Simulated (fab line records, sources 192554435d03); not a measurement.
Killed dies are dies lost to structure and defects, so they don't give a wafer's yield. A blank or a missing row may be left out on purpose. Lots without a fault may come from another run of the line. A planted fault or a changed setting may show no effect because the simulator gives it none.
Split-lot experiment | flow n5_finfet | 7 lots, 21 wafers read, on a route of 1938 steps

THE SPLIT
At N5_BEOL_M10_ILD_DEP_00 (deposits SiCOH lowk from DEMS/porogen, target thk 308.51 nm, time 58 s), the setting time_s was moved away from the recipe's 58 s on 9 of the 21 wafers read, by -12.2% to +13.6%. The other wafers ran this setting at the recipe's value.

FROM THE SPLIT TO THE READING: what the file shows between them, 1 step
- N5_BEOL_M10_CURE_71: cures SiCOH lowk, time 240 s

THE READING
M10_ILD_THK, in nm, at N5_BEOL_M10_THK_MEAS_01. Fault-free wafers of this fab line usually give 269 nm, standard deviation 3.3 nm.

wafer  | tool, chamber at the split | time_s as run, s | against the recipe | M10_ILD_THK, nm | against lot-mates on the recipe
L075.3 | pecvd-04, 1                | 51.91            | -10.5%             | 237             | -34
L075.4 | pecvd-04, 1                | 58               | recipe             | 270             | -
L075.5 | pecvd-04, 2                | 58               | recipe             | 272             | -
L077.2 | pecvd-04, 0                | 58               | recipe             | 266             | -
L077.3 | pecvd-04, 1                | 50.93            | -12.2%             | 230             | -36
L077.4 | pecvd-04, 2                | 50.93            | -12.2%             | 236             | -30
L081.2 | pecvd-04, 1                | 58               | recipe             | 266             | -
L081.5 | pecvd-04, 2                | 58               | recipe             | 273             | -
L081.6 | pecvd-04, 0                | 62.22            | +7.3%              | 295             | +26
L080.1 | pecvd-04, 0                | 58               | recipe             | 266             | -
L080.3 | pecvd-04, 2                | 58               | recipe             | 267             | -
L080.5 | pecvd-04, 1                | 58               | recipe             | 269             | -
L085.2 | pecvd-04, 2                | 58               | recipe             | 269             | -
L085.4 | pecvd-04, 1                | 65.9             | +13.6%             | 309             | +38
L085.6 | pecvd-04, 0                | 58               | recipe             | 273             | -
L088.1 | pecvd-03, 0                | 58               | recipe             | 265             | -
L088.5 | pecvd-03, 2                | 54.29            | -6.4%              | 253             | -16
L088.6 | pecvd-03, 0                | 58               | recipe             | 274             | -
L095.1 | pecvd-02, 1                | 53.28            | -8.1%              | 246             | no lot-mate on the recipe
L095.3 | pecvd-02, 2                | 53.28            | -8.1%              | 244             | no lot-mate on the recipe
L095.6 | pecvd-02, 2                | 53.28            | -8.1%              | 251             | no lot-mate on the recipe

THE FIT
A straight line over all 21 wafers: M10_ILD_THK changes by +2.96 nm for each +1% of time_s; r = +0.99; the points scatter about the line by 3.2 nm.
The same after taking each lot's own level away (the mean of its wafers on the recipe; 18 wafers): +2.88 nm for each +1%; r = +0.99; scatter 3 nm.
On that fit, the largest move of time_s shifts the reading by 39 nm.
The lots' own levels span 266.0 to 271.0 nm, that is 1.5 times the standard deviation above.
So the lot-to-lot level changes the slope little: the two slopes agree.
Check: with one of the wafers moved furthest among these (+13.6%) left out of the fit, the line predicts +40.5 nm for it against its lot-mates. It came out at +38 nm against them.

OTHER SPLITS ON THESE WAFERS
These wafers also went through other splits before the reading. Each is held against what the fit with the lots' levels taken away leaves over:
other split on the same wafers | wafers away from the commonest value | r with M10_ILD_THK (lot level and that fit taken away)
N5_BEOL_M8_ETCH_65 source_w    | 6                                    | -0.06
N5_BEOL_M9_PECVD_70 time_s     | 6                                    | +0.16
N5_BEOL_M9_COAT_59 spin_rpm    | 8                                    | +0.03

THE WHOLE CHAIN: every reading that the file lists as answering this split, in the file's order
step                    | what it does                                                           | reading                                                                                   | change (the file's fit)              | r (the file's)
N5_BEOL_M10_ILD_DEP_00  | deposits SiCOH lowk from DEMS/porogen, target thk 308.51 nm, time 58 s | SiCOH_lowk_of_BEOL_M10_ILD_DEP_00.thk_nm (the simulator's own value, which no gauge read) | +3.31 nm for each +1% of the setting | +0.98
N5_BEOL_M10_CURE_71     | cures SiCOH lowk, time 240 s                                           | SiCOH_lowk_of_BEOL_M10_ILD_DEP_00.thk_nm (the simulator's own value, which no gauge read) | +2.93 nm for each +1% of the setting | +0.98
N5_BEOL_M10_THK_MEAS_01 |                                                                        | M10_ILD_THK                                                                               | +2.91 for each +1% of the setting    | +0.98

THE FILE'S OWN FIT
M10_ILD_THK changes by +2.91 nm for each +1% of time_s, r = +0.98.
